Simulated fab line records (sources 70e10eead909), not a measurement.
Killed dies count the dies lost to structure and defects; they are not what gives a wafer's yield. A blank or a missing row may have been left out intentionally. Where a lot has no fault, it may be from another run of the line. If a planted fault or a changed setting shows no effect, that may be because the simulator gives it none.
Problem report in the 8D (eight disciplines) form, filled by code ; flow nand harc ; the parts of the form that need people (team, actions taken, sign-off) are left out

== 1. WHAT IS WRONG ==
Wafers without a fault read 56, standard deviation 17; killed dies at NHARC_END_SORT_01 reads a mean of 155 on 3 wafers belonging to 2 lots. Measured from the usual mean, that is +5.8 standard deviations.
Earliest sighting: wafer L314.4 on prober-01 at day 33 03:37. The record holds 9 wafers of 3 lots with a number at this step. Rule for "out" (also "out of limits"): further than 4 standard deviations from the usual mean. The other wafers with a number count as sound.

== 2. WHAT IT IS, AND WHAT IT ISN'T ==
question;is;is not
which readings at this step;killed dies, killed at array;killed at other, killed at periphery, killed open, killed short
which lots;L314, L315;L306
which wafers of those lots;L314.4, L315.4, L315.6;L314.2, L314.5, L315.5
read on which gauges;prober-01;-
when;from day 33 03:37;"up to then (4 sound wafers); but 2 sound wafers of L314, L315 came after"

== 3. SUSPECTS, AND WHAT RULES EACH OUT ==
Counting: a tool at a process step up to the reading stays a suspect if it ran every lot that is out. Sound lots after the first of them don't rule it out here, since some wafers of a struck lot are sound.
- the gauge at NHARC_END_SORT_01: kept. All the wafers that are out were read on prober-01, and no step on other tools shows them out.
- har cap etch-03 at NHARC_A_CONTACT_ETCH_127 (etches the open film in C4F8/O2/Ar, time 197 s, target depth 1918 nm): kept. It ran every lot that is out, first L314 (day 30 11:02).
- rie diel-12 at NHARC_THIN_TSV_DESCUM_14 (chemistry O2, time 3 s): kept. It processed each lot that is out (first: L314, day 32 03:46); up to then, its last sound lot is L306 (day 29 02:10).
- Within har cap etch-03 at NHARC_A_CONTACT_ETCH_127, the wafers that are out were processed in chamber 0 and their sound lot-mates in chamber 1.
Still standing after the count: har cap etch-03 at NHARC_A_CONTACT_ETCH_127, rie diel-12 at NHARC_THIN_TSV_DESCUM_14, prober-01 at NHARC_END_SORT_01.

== 4. THE CAUSE (what the simulator had put in) ==
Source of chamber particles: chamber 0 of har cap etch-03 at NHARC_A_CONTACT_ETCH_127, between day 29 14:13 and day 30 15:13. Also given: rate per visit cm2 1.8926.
This tool is one of the 3 suspects left after counting.

== 5. THE EFFECT CHAIN, in route order ==
One row per reading whose mean, taken over the struck wafers that have a number, lies over 3 standard deviations from the usual. Only readings whose record carries a usual standard deviation are examined. hours: median over the lots of the time between each lot's start at the first step of this table that gives one and its start at this step. sigmas: the change, counted in usual standard deviations.
hours;step;reading;usual;on struck wafers;change;sigmas
0;NHARC_END_SORT_01;killed at array;51;150;+99;+5.8
0;NHARC_END_SORT_01;killed dies;56;155;+99;+5.8

== 6. HOW IT WOULD HAVE BEEN CAUGHT EARLIER ==
85 hours passed between the start of the fault at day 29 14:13 and the first reading out of limits at a measuring or inspecting step in this record, taken at day 33 03:37.
Of the tool readings at NHARC_A_CONTACT_ETCH_127 for which the record gives a usual standard deviation, none was out on any struck wafer, so an alarm limit of 4 standard deviations on them would not have fired.
The start of NHARC_A_CONTACT_ETCH_127 on har cap etch-03 came by day 33 03:37 for every one of the lots that are out (2). A hold on the tool at that time would have spared none of them.
